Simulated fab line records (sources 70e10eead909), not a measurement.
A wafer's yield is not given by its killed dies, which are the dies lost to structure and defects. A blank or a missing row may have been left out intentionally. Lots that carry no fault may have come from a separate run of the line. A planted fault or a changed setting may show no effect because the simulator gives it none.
fab line records -- flow nandHarc
[record] lots = 11, wafers = 33, lastDay = 33
route steps=1302 shown P_M2@333 END@1302
lots that met no fault: from a run of the same line without faults
startH: hours from the record's opening day to when the first of the lot's shown wafers began -- waitH: time in hours since the lot's previous step -- " unchanged from the row above -- L1.1+2: a single row standing in for several wafers -- - no value, or no start was given -- * or withheld: withheld -- < > ~ a bound
route shown NAME@n: names a module that has steps shown in the file, with the first one's number in the route -- usual: mean/standard deviation of fault-free wafers -- same: alike in all rows -- chamber/n: place in a boat -- sites: the reading at each site -- _std_site: standard deviation of those values -- _edge_site: outer sites' mean less inner sites' -- radiusMm: how far each site lies from the wafer's centre -- mask NAME#n: copy n -- behind: the tool/chamber that last shaped the wafer -- hold: reason for holding the lot/hours on hold/outcome of the hold -- device: the n, p or np transistor that did not switch -- end of line: tests run on the same wafers once the route is complete -- where a step has no rows: the recipe by itself -- killed: count of dies lost to structure and defects at first sort (not the wafer's yield) -- map: a wafer's dies, x killed, . not, _ none there
set.NAME: the setting the step ran with; set.NAME@STEP: the setting that earlier step ran with -- model.NAME: the simulator's own value behind a step, which no gauge read
the route's steps for a sample of lots (tables are steps, rows are wafers)
services: the hour from which a tool's chamber was out of use, counted from the record's first day as startH (under 0 if before that day), plus the number of hours and why
[[steps]]
[step NHARC_P_M2_ETCH_15]
[recipe] targetDepthA = 1825, timeS = 91.2, c4f8FlowSccm = withheld, arFlowSccm = 400, rfW = 600, biasW = 300, chemistry = C4F8/Ar
[usual] biasW = 299.9/0.8, oesProductAu = 0.939/0.023, rfVppV = 441.1/2.9
lot.wafer,tool,chamber,startH,waitH,biasW,oesProductAu,rfHoursCounterH,rfVppV
L919.3,rieDiel-08,2,-,-,299.0,0.914,5.5,446.7
L919.5,rieDiel-08,2,-,-,299.7,0.915,-,443.6
L919.6,rieDiel-08,3,-,-,299.5,0.918,-,441.5
L920.2,rieDiel-08,1,-,-,301.3,0.967,7.2,443.2
L920.4,rieDiel-08,3,-,-,299.9,0.976,6.9,442.1
L920.6,rieDiel-08,2,-,-,299.5,0.957,-,445.0
L921.3,rieDiel-09,1,-,-,301.0,0.909,1.9,442.8
L921.4,rieDiel-09,3,-,-,299.6,0.939,1.7,437.1
L921.5,rieDiel-09,0,-,-,300.8,0.925,-,440.7
L923.3,rieDiel-08,0,-,-,299.9,0.938,8.8,441.2
L923.4,rieDiel-08,1,-,-,297.8,0.920,8.3,443.2
L923.6,rieDiel-08,2,-,-,299.0,0.921,-,446.8
L925.2,rieDiel-02,2,-,-,300.2,0.919,8.7,436.6
L925.4,rieDiel-02,3,-,-,298.4,0.920,10.5,444.8
L925.5,rieDiel-02,2,-,-,299.2,0.927,-,436.3
L926.2,rieDiel-09,0,-,-,300.6,0.921,4.7,439.0
L926.4,rieDiel-09,1,-,-,299.4,0.923,5.4,444.8
L926.3,rieDiel-09,2,-,-,301.2,0.933,4.6,437.9
L930.4,rieDiel-08,1,-,-,299.5,0.973,3.9,442.2
L930.3,rieDiel-08,3,-,-,298.8,0.976,4.2,441.1
L930.6,rieDiel-08,1,-,-,301.0,0.979,-,441.1
L931.3,rieDiel-02,3,-,-,300.1,0.918,2.5,441.3
L931.2,rieDiel-02,1,-,-,301.8,0.916,2.1,439.1
L931.6,rieDiel-02,2,-,-,300.1,0.917,-,435.8
L932.3,rieDiel-02,3,-,-,298.4,0.938,2.5,443.7
L932.4,rieDiel-02,0,-,-,300.3,0.924,2.2,438.4
L932.2,rieDiel-02,1,-,-,300.2,0.925,2.2,438.3
L939.2,rieDiel-02,0,-,-,299.8,0.914,6.6,439.7
L939.4,rieDiel-02,1,-,-,301.5,0.926,6.4,438.8
L939.5,rieDiel-02,2,-,-,299.4,0.933,-,436.2
L940.1,rieDiel-08,3,-,-,298.8,0.956,8.7,441.3
L940.3,rieDiel-08,0,-,-,300.0,0.965,8.5,441.7
L940.5,rieDiel-08,2,-,-,300.5,0.971,-,445.4
[step NHARC_P_M2_PVD_21]
[recipe] targetThkA = 300, chamberPressurePa = 5, powerW = 5000, substrateTempC = 30, timeS = 20.49, material = Cu
[usual] throttleValvePct = 29.5/1.1
lot.wafer,tool,chamber,startH,waitH,throttleValvePct
L919.3,pvdSputter-01,-,-,-,29.8
L919.5,pvdSputter-01,-,-,-,29.9
L919.6,pvdSputter-01,-,-,-,29.8
L920.4,pvdSputter-01,-,-,-,28.0
L920.2,pvdSputter-01,-,-,-,30.7
L920.6,pvdSputter-01,-,-,-,30.9
L921.4,pvdSputter-01,-,-,-,29.5
L921.3,pvdSputter-01,-,-,-,28.0
L921.5,pvdSputter-01,-,-,-,29.6
L923.3,pvdSputter-02,-,-,-,29.4
L923.4,pvdSputter-02,-,-,-,29.6
L923.6,pvdSputter-02,-,-,-,30.2
L925.4,pvdSputter-01,-,-,-,29.7
L925.2,pvdSputter-01,-,-,-,29.8
L925.5,pvdSputter-01,-,-,-,29.5
L926.3,pvdSputter-03,-,-,-,28.1
L926.4,pvdSputter-03,-,-,-,30.0
L926.2,pvdSputter-03,-,-,-,28.2
L930.4,pvdSputter-02,-,-,-,30.2
L930.3,pvdSputter-02,-,-,-,29.0
L930.6,pvdSputter-02,-,-,-,30.0
L931.2,pvdSputter-01,-,-,-,28.3
L931.3,pvdSputter-01,-,-,-,29.1
L931.6,pvdSputter-01,-,-,-,28.2
L932.2,pvdSputter-03,-,-,-,28.2
L932.3,pvdSputter-03,-,-,-,30.1
L932.4,pvdSputter-03,-,-,-,31.1
L939.4,pvdSputter-02,-,-,-,30.5
L939.2,pvdSputter-02,-,-,-,29.5
L939.5,pvdSputter-02,-,-,-,30.4
L940.1,pvdSputter-01,-,-,-,30.9
L940.3,pvdSputter-01,-,-,-,28.1
L940.5,pvdSputter-01,-,-,-,28.7
[step NHARC_P_M2_ECD_22]
[recipe] targetThkA = 4000, bathTempC = 25, material = Cu
[usual] bathTempC = 25.01/0.12
lot.wafer,tool,chamber,startH,waitH,bathTempC
L919.3,ecdCu-01,1,147.54,-,25.01
L919.5,ecdCu-01,0,147.54,-,24.91
L919.6,ecdCu-01,1,147.54,-,24.85
L920.2,ecdCu-01,0,170.76,-,25.08
L920.4,ecdCu-01,1,170.76,-,25.07
L920.6,ecdCu-01,0,170.76,-,25.05
L921.4,ecdCu-01,1,171.55,-,25.11
L921.3,ecdCu-01,0,171.55,-,24.89
L921.5,ecdCu-01,0,171.55,-,24.91
L923.4,ecdCu-02,1,187.78,-,24.98
L923.3,ecdCu-02,0,187.78,-,25.00
L923.6,ecdCu-02,1,187.78,-,24.89
L925.2,ecdCu-01,1,210.71,-,25.02
L925.4,ecdCu-01,1,210.71,-,25.06
L925.5,ecdCu-01,0,210.71,-,25.11
L926.2,ecdCu-02,1,228.44,-,25.14
L926.3,ecdCu-02,0,228.44,-,24.91
L926.4,ecdCu-02,1,228.44,-,25.09
L930.4,ecdCu-02,0,277.86,-,24.90
L930.3,ecdCu-02,1,277.86,-,25.12
L930.6,ecdCu-02,1,277.86,-,25.12
L931.2,ecdCu-01,1,278.34,-,25.20
L931.3,ecdCu-01,1,278.34,-,24.99
L931.6,ecdCu-01,1,278.34,-,24.93
L932.2,ecdCu-02,1,279.99,-,24.88
L932.4,ecdCu-02,1,279.99,-,24.88
L932.3,ecdCu-02,0,279.99,-,25.18
L939.2,ecdCu-01,0,350.05,-,25.00
L939.4,ecdCu-01,1,350.05,-,25.03
L939.5,ecdCu-01,0,350.05,-,24.79
L940.1,ecdCu-02,0,359.20,-,25.13
L940.3,ecdCu-02,0,359.20,-,24.96
L940.5,ecdCu-02,1,359.20,-,24.85
[step NHARC_P_M2_ANNEAL_31]
[recipe] tempC = 225, timeS = 90
[usual] annealTempCMax = 226.2/0.32, wafer_temp_C_max = 225.9/0.34
lot.wafer,tool,chamber,startH,waitH,annealTempCMax,wafer_temp_C_max
L919.3,rtpAnneal-02,0,147.88,0.3,226.9,226.3
L919.5,rtpAnneal-02,0,147.88,0.3,226.4,226.1
L919.6,rtpAnneal-02,0,147.88,0.3,226.4,226.2
L920.2,rtpAnneal-02,0,171.14,0.3,226.6,225.9
L920.4,rtpAnneal-02,0,171.14,0.3,226.9,226.1
L920.6,rtpAnneal-02,0,171.14,0.3,226.3,226.2
L921.3,rtpAnneal-02,0,171.92,-,226.3,226.3
L921.4,rtpAnneal-02,0,171.92,-,226.2,226.5
L921.5,rtpAnneal-02,0,171.92,-,226.0,225.9
L923.3,rtpAnneal-01,0,188.16,-,226.1,225.8
L923.4,rtpAnneal-01,0,188.16,-,226.5,226.1
L923.6,rtpAnneal-01,0,188.16,-,226.4,225.8
L925.2,rtpAnneal-01,0,211.09,0.3,226.1,225.3
L925.4,rtpAnneal-01,0,211.09,0.3,226.3,225.4
L925.5,rtpAnneal-01,0,211.09,0.3,226.2,225.7
L926.2,rtpAnneal-01,0,228.85,0.4,226.0,225.6
L926.3,rtpAnneal-01,0,228.85,0.4,225.7,225.7
L926.4,rtpAnneal-01,0,228.85,0.4,225.6,225.8
L930.3,rtpAnneal-01,0,278.24,-,226.0,225.8
L930.4,rtpAnneal-01,0,278.24,-,225.8,225.7
L930.6,rtpAnneal-01,0,278.24,-,225.8,225.9
L931.2,rtpAnneal-02,0,278.77,-,226.3,226.0
L931.3,rtpAnneal-02,0,278.77,-,226.7,226.3
L931.6,rtpAnneal-02,0,278.77,-,226.2,226.1
L932.2,rtpAnneal-01,0,280.42,-,226.0,225.7
L932.3,rtpAnneal-01,0,280.42,-,225.7,225.6
L932.4,rtpAnneal-01,0,280.42,-,225.7,225.8
L939.2,rtpAnneal-01,0,350.48,0.4,226.0,225.2
L939.4,rtpAnneal-01,0,350.48,0.4,226.3,225.4
L939.5,rtpAnneal-01,0,350.48,0.4,226.1,225.3
L940.1,rtpAnneal-02,0,359.58,0.3,226.1,226.3
L940.3,rtpAnneal-02,0,359.58,0.3,226.6,226.3
L940.5,rtpAnneal-02,0,359.58,0.3,226.4,226.7
[step NHARC_P_M2_CMP_23]
[recipe] tOverpolishS = 20, targetThkNm = 144.3
[usual] motorCurrentA = 11.6/1, slurryFilterDpKPa = 13.49/0.14, timeToEndpointS = 29.2/2.5
lot.wafer,tool,chamber,startH,waitH,motorCurrentA,slurryFilterDpKPa,timeToEndpointS
L919.3,cmp-02,1,148.20,-,12.0,13.58,27.6
L919.5,cmp-02,2,148.20,-,11.1,13.28,31.2
L919.6,cmp-02,3,148.20,-,11.6,13.56,26.9
L920.2,cmp-01,3,171.43,-,11.2,13.54,28.1
L920.4,cmp-01,0,171.43,-,12.3,13.56,24.0
L920.6,cmp-01,3,171.43,-,11.0,13.53,26.8
L921.4,cmp-04,2,172.22,-,9.6,13.26,34.6
L921.3,cmp-04,3,172.22,-,13.3,13.71,32.3
L921.5,cmp-04,1,172.22,-,11.1,13.58,27.8
L923.4,cmp-02,3,188.40,-,11.9,13.38,26.8
L923.3,cmp-02,1,188.40,-,12.8,13.72,27.2
L923.6,cmp-02,0,188.40,-,14.4,13.49,27.9
L925.2,cmp-01,3,211.41,-,11.9,13.39,30.9
L925.4,cmp-01,1,211.41,-,11.1,13.20,29.7
L925.5,cmp-01,2,211.41,-,11.7,13.46,31.7
L926.3,cmp-02,2,229.17,-,10.5,13.37,29.8
L926.2,cmp-02,3,229.17,-,10.8,13.48,26.2
L926.4,cmp-02,0,229.17,-,12.8,13.45,29.0
L930.4,cmp-02,2,278.48,-,11.4,13.56,27.1
L930.3,cmp-02,1,278.48,-,12.4,13.66,37.5
L930.6,cmp-02,3,278.48,-,11.8,13.49,26.7
L931.2,cmp-04,3,279.11,-,13.2,13.36,29.3
L931.3,cmp-04,0,279.11,-,11.3,13.44,29.0
L931.6,cmp-04,2,279.11,-,9.6,13.52,33.7
L932.3,cmp-01,3,280.70,-,11.7,13.78,45.0
L932.2,cmp-01,1,280.70,-,11.2,13.50,43.9
L932.4,cmp-01,2,280.70,-,10.4,13.48,31.9
L939.4,cmp-01,3,350.78,-,11.5,13.59,29.4
L939.2,cmp-01,0,350.78,-,12.2,13.39,25.8
L939.5,cmp-01,0,350.78,-,12.0,13.49,27.8
L940.3,cmp-04,0,359.93,-,11.8,13.17,28.3
L940.1,cmp-04,1,359.93,-,10.3,13.77,24.4
L940.5,cmp-04,1,359.93,-,11.1,13.71,27.8
[step NHARC_END_SORT_01]
[recipe] tempC = 25
[usual] defectLimitedYield = 91.5/2.9, killedAtArray = 53/20, killedAtOther = 1/1.2, killedAtPeriphery = 3.7/2.6, killedDies = 58/20, killedOpen = 3.5/1.8, killedShort = 2.4/1.7, sort_bin_2_pct = 3.1/1.3, sort_bin_3_pct = 0.6/0.4, sort_bin_4_pct = 4.9/1.7, sortNPass = 619/20, sortRimYieldPct = 92/4, sortYieldPct = 91.5/2.9
[same] grossDies = 677, sort_bin_5_pct[%] = 0, sort_bin_6_pct[%] = 0, sort_bin_7_pct[%] = 0, sort_bin_8_pct[%] = 0, sortRimNGross = 106.00
lot.wafer,tool,chamber,startH,waitH,defectLimitedYield[%],killedAtArray,killedAtOther,killedAtPeriphery,killedDies,killedOpen,killedShort,sort_bin_2_pct[%],sort_bin_3_pct[%],sort_bin_4_pct[%],sortNPass,sortRimYieldPct[%],sortYieldPct[%]
L926.2,prober-01,0,654.16,2.8,91.6,55,1,1,57,6,0,2.4,0.6,5.5,620,90,91.6
L926.3,prober-01,0,654.96,3.1,93.9,37,2,2,41,0,4,1.9,0.3,3.8,636,89,93.9
L926.4,prober-01,0,655.75,3.4,90.8,58,3,1,62,4,1,4.1,0.3,4.7,615,87,90.8
L931.3,prober-01,0,698.16,3.1,96.9,18,1,2,21,1,1,1.6,0.3,1.2,656,91,96.9
L930.3,prober-01,0,705.94,3.1,91.7,53,0,3,56,2,1,2.5,1.2,4.6,621,92,91.7
L930.4,prober-01,0,706.75,3.4,88.5,68,1,9,78,4,2,4.7,0.7,6.1,599,94,88.5
L939.2,prober-02,0,792.28,2.8,94.7,33,0,3,36,1,1,1.6,0.4,3.2,641,85,94.7
L939.4,prober-02,0,793.89,3.4,94.4,36,0,2,38,3,3,1.9,0.1,3.5,639,90,94.4
L939.5,prober-02,0,794.69,3.7,89.7,68,1,1,70,4,4,3.1,1.0,6.2,607,84,89.7
// killed by level:class
L926.2 A_SLIT:chamberFilmFlake=29 A_STAIRCASE:chamberFilmFlake=6 A_CHANNEL_HOLE_D2:chamberFilmFlake=5 A_CHANNEL_FILL_D2:chamberFilmFlake=3 A_CONTACT:chamberFilmFlake=3 A_CHANNEL_HOLE_D1:chamberFilmFlake=2 A_ONON_D1:geometricParticle:open=1 A_CHANNEL_FILL_D1:geometricParticle:open=1
L926.3 A_SLIT:chamberFilmFlake=10 A_CHANNEL_HOLE_D2:chamberFilmFlake=7 A_CHANNEL_FILL_D2:chamberFilmFlake=6 A_CHANNEL_HOLE_D1:chamberFilmFlake=5 A_STAIRCASE:chamberFilmFlake=3 P_M2:chamberFilmFlake=2 THIN_TSV:chamberFilmFlake=2 A_CONTACT:chamberFilmFlake=2
L926.4 A_SLIT:chamberFilmFlake=24 A_CHANNEL_HOLE_D2:chamberFilmFlake=11 A_CHANNEL_FILL_D2:chamberFilmFlake=6 A_STAIRCASE:chamberFilmFlake=5 A_CHANNEL_HOLE_D1:chamberFilmFlake=4 THIN_TSV:chamberFilmFlake=3 A_ONON_D1:geometricParticle:short=1 A_ONON_D1:geometricParticle:open=1
L931.3 A_SLIT:chamberFilmFlake=13 P_GATE:geometricParticle:open=1 A_WL_FILL:geometricParticle:short=1 P_GATE:chamberFilmFlake=1 A_ZERO_WELL:chamberFilmFlake=1 A_CHANNEL_HOLE_D1:chamberFilmFlake=1 A_STAIRCASE:chamberFilmFlake=1 A_CONTACT:chamberFilmFlake=1
L930.3 A_CHANNEL_HOLE_D1:chamberFilmFlake=32 A_CHANNEL_HOLE_D2:chamberFilmFlake=9 A_SLIT:chamberFilmFlake=5 A_CHANNEL_FILL_D1:chamberFilmFlake=2 P_M0:geometricParticle:open=1 A_CHANNEL_FILL_D1:geometricParticle:open=1 A_WL_FILL:geometricParticle:short=1 P_CONTACT:chamberFilmFlake=1
L930.4 A_CHANNEL_HOLE_D1:chamberFilmFlake=32 A_CHANNEL_HOLE_D2:chamberFilmFlake=22 A_SLIT:chamberFilmFlake=7 P_ZERO_WELL:chamberFilmFlake=3 A_CHANNEL_FILL_D1:geometricParticle:open=2 P_GATE:chamberFilmFlake=2 P_CONTACT:geometricParticle:open=1 P_M0:geometricParticle:open=1
L939.2 A_SLIT:chamberFilmFlake=10 A_CHANNEL_HOLE_D2:chamberFilmFlake=7 A_STAIRCASE:chamberFilmFlake=6 A_ZERO_WELL:chamberFilmFlake=5 P_GATE:chamberFilmFlake=2 A_CHANNEL_HOLE_D1:chamberFilmFlake=2 A_CHANNEL_FILL_D1:geometricParticle:short=1 A_BLC:geometricParticle:open=1
L939.4 A_SLIT:chamberFilmFlake=11 A_CHANNEL_HOLE_D2:chamberFilmFlake=8 A_STAIRCASE:chamberFilmFlake=6 A_M1:chamberFilmFlake=3 A_WL_FILL:chamberFilmFlake=2 P_CONTACT:geometricParticle:short=1 A_ONON_D1:geometricParticle:open=1 A_CHANNEL_FILL_D1:geometricParticle:short=1
L939.5 A_SLIT:chamberFilmFlake=36 A_CHANNEL_HOLE_D2:chamberFilmFlake=17 A_M1:chamberFilmFlake=3 A_SOURCE_PLATE:geometricParticle:open=1 A_ONON_D1:geometricParticle:short=1 A_DECK1_JOINT:geometricParticle:short=1 A_ONON_D2:geometricParticle:open=1 A_SGD_CUT:geometricParticle:open=1
[[services]]
tool,chamber,startH,hours,kind
cmp-02,-,136.72,4.0,pm
rieDiel-08,2,148.76,3.6,repair
cmp-02,-,157.63,1.3,repair
ecdCu-01,-,160.00,8.0,pm
cmp-01,-,185.52,4.0,pm
rieDiel-08,-,190.89,9.0,pm
cmp-04,-,193.07,0.4,repair
cmp-02,-,196.02,0.3,repair
cmp-04,-,209.00,4.0,pm
rieDiel-02,-,216.70,9.0,pm
pvdSputter-01,-,225.24,3.9,repair
pvdSputter-01,-,229.17,10.0,pm
cmp-02,-,234.72,4.0,pm
cmp-01,-,241.35,5.8,repair
ecdCu-02,-,244.09,8.0,pm
pvdSputter-01,-,253.70,4.3,repair
cmp-01,-,258.55,0.8,repair
cmp-02,-,266.64,2.0,repair
cmp-01,-,283.52,4.0,pm
rieDiel-08,1,316.99,4.7,repair
cmp-02,-,332.72,4.0,pm
ecdCu-01,-,336.00,8.0,pm
ecdCu-01,-,344.25,4.6,repair
cmp-02,-,357.74,0.5,repair
[[key]]
[firstSign] step = NHARC_P_M2_CMP_23, reading = timeToEndpointS, direction = up, sigmas = 5.1, usual = *, struck = *
effect none on later readings
metAt NHARC_P_M2_ECD_22
struckLots L930,L932
struckWafers L930.3,L932.2,L932.3
notActingAt NHARC_P_M2_ETCH_15,NHARC_P_M2_PVD_21,NHARC_P_M2_ANNEAL_31
onsetBetween 228.44 277.86
[fault] kind = processParameterDrift, tool = ecdCu-02, chamber = -, onsetH = 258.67, steps = NHARC_P_M2_ECD_22, channel = targetThkA, offset = *, shape = step, endH = 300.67, scope = struckWafersOnly, actsIn = *, stated = *
